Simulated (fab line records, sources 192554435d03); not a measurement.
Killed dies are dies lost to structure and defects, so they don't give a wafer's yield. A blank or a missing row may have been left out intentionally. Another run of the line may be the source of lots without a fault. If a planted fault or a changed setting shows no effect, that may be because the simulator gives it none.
Chamber matching    flow n5 finfet    3 sister chambers for N5_BEOL_M3_ILD_DEP_00 on pecvd-02
The step deposits SiOC from DEMS/O2, target thk 79 nm, time 15.3 s. 24 wafers are shown with their chamber, then 12 later ones without.

WAFERS PAIRED WITH THEIR CHAMBERS
wafer   chamber  throttle valve pct (%)  showerhead vpp V (V)  showerhead plenum p Torr (Torr)
L074.1  2        11.6                    1356                  5.716
L074.4  1        13.2                    1219                  5.726
L074.6  0        11.9                    1329                  5.658
L075.1  1        13.1                    1224                  5.737
L075.2  0        11.8                    1356                  5.642
L075.6  0        11.8                    1363                  5.658
L078.2  2        11.7                    1330                  5.707
L078.3  0        11.9                    1328                  5.666
L078.6  2        11.6                    1322                  5.715
L081.1  0        11.9                    1344                  5.675
L081.2  1        13.2                    1236                  5.733
L081.6  0        11.9                    1323                  5.673
L082.1  1        13.2                    1230                  5.714
L082.3  0        11.9                    1350                  5.660
L082.4  2        11.8                    1347                  5.717
L084.1  2        11.3                    1332                  5.707
L084.3  0        11.6                    1332                  5.685
L084.4  2        11.7                    1311                  5.715
L089.2  2        11.7                    1333                  5.700
L089.3  1        13.2                    1221                  5.724
L089.5  1        13.0                    1242                  5.715
L076.3  1        13.0                    1237                  5.730
L076.4  2        11.6                    1313                  5.721
L076.6  0        11.6                    1369                  5.665

SIGNATURES (means of the wafers above)
reading                   chamber 0  chamber 1  chamber 2  scatter within a chamber
throttle valve pct        11.811     13.129     11.625     0.127
showerhead vpp V          1343.78    1229.86    1330.50    14.5
showerhead plenum p Torr  5.66467    5.72557    5.71225    0.00977
Rule: a wafer's distance from a chamber is the root of the sum, over the readings, of the square of ((its reading less the chamber's mean) divided by the reading's scatter). If the next closest chamber is less than 2 further off than the closest, the wafer can't be placed; otherwise it belongs to the closest. The scatter is the square root of a quotient: the sum, over the shown wafers, of each reading's squared deviation from its chamber's mean, divided by wafers minus chambers.

WAFERS WITHOUT THEIR CHAMBER
wafer   throttle valve pct (%)  showerhead vpp V (V)  showerhead plenum p Torr (Torr)
L091.2  11.7                    1343                  5.724
L091.5  11.7                    1327                  5.695
L091.6  13.1                    1234                  5.701
L095.2  13.0                    1224                  5.714
L095.5  12.9                    1240                  5.720
L095.6  11.8                    1345                  5.665
L096.2  11.9                    1367                  5.674
L096.5  13.2                    1227                  5.715
L096.6  11.5                    1326                  5.715
L097.1  12.8                    1240                  5.737
L097.5  13.3                    1248                  5.719
L097.6  11.7                    1353                  5.688

WHICH CHAMBER EACH WENT THROUGH
wafer   from the rows above      in truth
L091.2  2                        2
L091.5  can't be placed: 2 or 0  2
L091.6  1                        1
L095.2  1                        1
L095.5  1                        1
L095.6  0                        0
L096.2  0                        0
L096.5  1                        1
L096.6  2                        2
L097.1  1                        1
L097.5  1                        1
L097.6  can't be placed: 0 or 2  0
Correctly placed: 10 of 12. These rows do not allow placing 2 (true chamber among the candidates in 2). Placed wrongly: 0.
